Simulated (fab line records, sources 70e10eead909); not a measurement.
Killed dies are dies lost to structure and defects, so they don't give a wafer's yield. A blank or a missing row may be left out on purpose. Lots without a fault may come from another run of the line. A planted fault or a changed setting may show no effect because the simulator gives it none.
Chamber matching | flow nand_harc | NHARC_A_M0_PRE_CLEAN_31 on pecvd-02: 3 sister chambers
The step time 12 s. 18 wafers are shown with their chamber, then 9 later ones without.

WAFERS WITH THEIR CHAMBER
wafer  | chamber | heater_power_w (W)
L074.1 | 2       | 619
L074.3 | 0       | 739
L074.5 | 0       | 712
L079.1 | 0       | 702
L079.4 | 2       | 675
L079.5 | 1       | 656
L085.4 | 1       | 630
L085.5 | 0       | 801
L085.6 | 1       | 645
L086.2 | 0       | 860
L086.5 | 2       | 717
L086.6 | 0       | 855
L088.1 | 1       | 686
L088.2 | 0       | 851
L088.5 | 2       | 664
L088.3 | 2       | 665
L088.4 | 0       | 811
L088.6 | 1       | 682

SIGNATURES (means of the wafers above)
reading        | chamber 0 | chamber 1 | chamber 2 | scatter within a chamber
heater_power_w | 791.38    | 659.80    | 668.00    | 49.7
Rule: a wafer's distance from a chamber is the root of the sum, over the readings, of the square of ((its reading less the chamber's mean) divided by the reading's scatter). The wafer belongs to the nearest chamber; if the next one is less than 2 further off, it can't be placed. The scatter: the root of (the sum of the squares of (reading less its chamber's mean) over the shown wafers, divided by (wafers less chambers)).

WAFERS WITHOUT THEIR CHAMBER
wafer  | heater_power_w (W)
L091.1 | 681
L091.4 | 706
L091.6 | 846
L096.1 | 881
L096.4 | 634
L096.5 | 883
L097.1 | 817
L097.3 | 608
L097.5 | 605

WHICH CHAMBER EACH WENT THROUGH
wafer  | from the rows above          | in truth
L091.1 | can't be placed: 2 or 1 or 0 | 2
L091.4 | can't be placed: 2 or 1 or 0 | 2
L091.6 | 0                            | 0
L096.1 | 0                            | 0
L096.4 | can't be placed: 1 or 2      | 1
L096.5 | 0                            | 0
L097.1 | 0                            | 0
L097.3 | can't be placed: 1 or 2      | 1
L097.5 | can't be placed: 1 or 2      | 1
Placed correctly: 4 of 9. Can't be placed from these rows: 5 (the true chamber is among the candidates in 5). Placed wrongly: 0.
